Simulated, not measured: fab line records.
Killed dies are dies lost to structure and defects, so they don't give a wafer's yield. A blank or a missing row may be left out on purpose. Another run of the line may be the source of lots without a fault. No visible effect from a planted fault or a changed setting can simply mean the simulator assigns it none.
Comparing a struck lot with a sound one / flow n5 finfet / 37 steps out of a route of 1938
Sound: the wafers L741.3, L741.5, L741.6. The struck wafers were L752.2, L752.3, L752.6. The cause comes at the end.
Each step with rows lists, per side, the tool, then ch with its chambers, then its first start. Under that, the readings that differ: sound wafers / struck wafers / difference of the means / sigmas: that difference in standard deviations of wafers without a fault.
alike: words and numbers the same on both sides, and readings whose means are apart by under 2 such deviations; not compared: readings that were withheld, readings missing a value for some wafer, numbers with overlapping values and no deviation given by the record, and bounds like >300 which may hide the same value.
The two part at a step that has a row with sigmas, a row that says differs or no value, or rows on one side only. When numbers do not overlap yet have no deviation, they are printed without sigmas and do not part them. A reading missing from all wafers of one side parts the sides only when that side holds two or more wafers.

first, 9 steps without rows for these wafers: N5_BEOL_M9_DESCUM_33 (chemistry O2, time 7 s); N5_BEOL_M9_ETCH_76 (etches underlayer in N2/H2, target depth 6.5 nm, time 5.2 s); N5_BEOL_M9_ETCH_65 (etches SiARC in CF4, target depth 15.6 nm, time 26 s); N5_BEOL_M9_ETCH_66 (etches SOC in N2/H2, target depth 80 nm, overetch 16 nm, time 120 s); N5_BEOL_M9_STRIP_69 (strips in N2/H2); N5_BEOL_M9_STRIP_77 (strips in N2/H2); N5_BEOL_M9_VIA_ETCH_34 (etches SiCOH lowk in C4F6/O2, target depth 182.4 nm, time 68.4 s); N5_BEOL_M9_STRIP_73 (strips in C4F6/O2); N5_BEOL_M9_STRIP_36 (strips in N2/H2).
N5_BEOL_M9_TRENCH_ETCH_37: etches SiCOH lowk in C4F6/O2, target depth 151.43 nm, time 49 s.
  sound on rie diel-06 ch 0,2,3, day 9 22:35; struck on rie diel-05 ch 1,2,3, day 12 23:34
reading=run length s (s); sound=72.3 72.3 71.5; struck=61.2 60.6 60.3; difference=-11.3; sigmas=-20
reading=time s (s); sound=49 49 49; struck=34.3 34.3 34.3; difference=-14.7; sigmas=
reading=model.etch.depth nm (nm); sound=157.4 152.8 149.9; struck=102.2 106.5 105.4; difference=-48.7; sigmas=
reading=model.BEOL_M9.feature depth nm (nm); sound=157.4 152.8 150; struck=102.2 106.4 105.4; difference=-48.7; sigmas=
reading=model.TiN_of_BEOL_M9_HM_DEP_02.thk nm (nm); sound=15.6 15.6 15.6; struck=17.2 17.2 17.2; difference=+1.6; sigmas=
  alike: drypump motor current A, oes product au, rf vpp V, showerhead plenum p Torr, throttle valve pct
  not compared: rf hours counter h
then, 2 steps without rows for these wafers: N5_BEOL_M9_ETCH_41 (etches SiCN in CH3F/O2, target depth 36.6 nm, time 70.1 s); N5_BEOL_M9_STRIP_80 (strips in N2/H2, time 10 s).
N5_BEOL_M9_OCD_MEAS_38:
  sound on ocd-01, day 9 22:45; struck on ocd-01, day 12 23:44
reading=trench depth nm (nm); sound=157 152 150; struck=102 107 106; difference=-48; sigmas=-15
then, 13 steps without rows for these wafers: N5_BEOL_M9_HM_STRIP_39 (strips TiN in peroxide tin strip, target depth 25 nm, time 158 s); N5_BEOL_M9_SRD_40 (time 30 s); N5_BEOL_M9_PRECLEAN_42 (cleans in residue remover, time 60 s); N5_BEOL_M9_SRD_43 (time 30 s); N5_BEOL_M9_CURE_72 (cures SiCOH lowk, time 120 s); N5_BEOL_M9_DEGAS_44 (time 60 s); N5_BEOL_M9_PRE_CLEAN_45 (time 30 s); N5_BEOL_M9_ALD_74 (deposits TaN, target thk 2 nm, pulse time 2 s, purge time 3 s); N5_BEOL_M9_SURFACE_TREAT_79; N5_BEOL_M9_CVD_78 (deposits Co from CCTBA/H2, target thk 2 nm, time 138.9 s); N5_BEOL_M9_SPUTTER_48 (material Cu, target thk 12 nm, time 2 s); N5_BEOL_M9_ECD_50 (material Cu, target thk 318 nm); N5_BEOL_M9_ANNEAL_51 (time 90 s).
N5_BEOL_M9_CMP_52: polishes, stops on SiCOH lowk, t overpolish 7 s, target thk 140 nm.
  sound on cmp-01 ch 0,1,2, day 10 01:04; struck on cmp-04 ch 0,2,3, day 13 01:58
reading=model.Cu_of_BEOL_M9_ECD_50.thk nm (nm); sound=146.8 140.6 137.8; struck=89 95.4 95.2; difference=-49; sigmas=
  alike: motor current A
N5_BEOL_M9_THK_MEAS_53: measures by xrf.
  sound on film metro-02, day 10 01:14; struck on film metro-01, day 13 02:11
reading=M9_THK (nm); sound=147 140 138; struck=89 95 95; difference=-49; sigmas=-14
then, 2 steps without rows for these wafers: N5_BEOL_M9_PRE_CLEAN_55 (time 15 s); N5_BEOL_M9_DEP_56 (deposits SiCN from 3MS/NH3, target thk 15 nm, time 26.5 s).
N5_BEOL_M9_RS_MEAS_57: measures by four-point-probe.
  sound on film metro-02, day 10 01:22; struck on film metro-02, day 13 02:19
reading=M9_RS (ohm/sq); sound=0.143 0.150 0.153; struck=0.251 0.232 0.233; difference=+0.090; sigmas=+21
then, 5 steps without rows for these wafers: N5_BEOL_M10_ILD_DEP_00 (deposits SiCOH lowk from DEMS/porogen, target thk 308.51 nm, time 58 s); N5_BEOL_M10_CURE_71 (cures SiCOH lowk, time 240 s); N5_BEOL_M10_PECVD_70 (deposits SiO2 from TEOS/O2, target thk 20 nm, time 22.7 s); N5_BEOL_M10_HM_DEP_02 (deposits TiN, target thk 20 nm); N5_BEOL_M10_COAT_59 (time 60 s, resist thk 100 nm).
-- a jump in the record: the struck wafers' starts before and after are 2 days apart (it breaks off in module BEOL_M10 and resumes in module BEOL_M15, where the first step shown is number 1830 of the route) --
N5_BEOL_M15_RC_MEAS_101:
  sound on prober-01 ch 0, day 11 18:11; struck on prober-01 ch 0, day 15 06:01
reading=COMB_M8 (S/m); sound=2.2e-11 2.1e-11 2.1e-11; struck=4.9e-11 2.9e-11 3.1e-11; difference=+1.5e-11; sigmas=+3
reading=SERP_M12 (ohm/um); sound=0.691 0.665 0.681; struck=0.613 0.635 0.647; difference=-0.047; sigmas=-2
reading=SERP_M6 (ohm/um); sound=15.4 13.8 14.2; struck=13.2 12.3 13.9; difference=-1.3; sigmas=-2
reading=SERP_M9 (ohm/um); sound=2.93 3.10 3.00; struck=5.05 4.78 4.65; difference=+1.82; sigmas=+20
reading=SERP_M9_max_site (ohm/um); sound=3.02 3.18 3.17; struck=5.31 4.87 4.90; difference=+1.90; sigmas=+20
  alike: COMB_M10, COMB_M11, COMB_M12, COMB_M13, COMB_M14, COMB_M14_max_site, COMB_M15, COMB_M15_max_site, COMB_M5, COMB_M6, COMB_M7, COMB_M7_max_site, SERP_M10, SERP_M11, SERP_M13, SERP_M14, SERP_M5, SERP_M7, SERP_M8

## WHERE THEY PART
Earliest at N5_BEOL_M9_TRENCH_ETCH_37; latest, in this record, at N5_BEOL_M15_RC_MEAS_101.

WHY: whatever the simulator had introduced
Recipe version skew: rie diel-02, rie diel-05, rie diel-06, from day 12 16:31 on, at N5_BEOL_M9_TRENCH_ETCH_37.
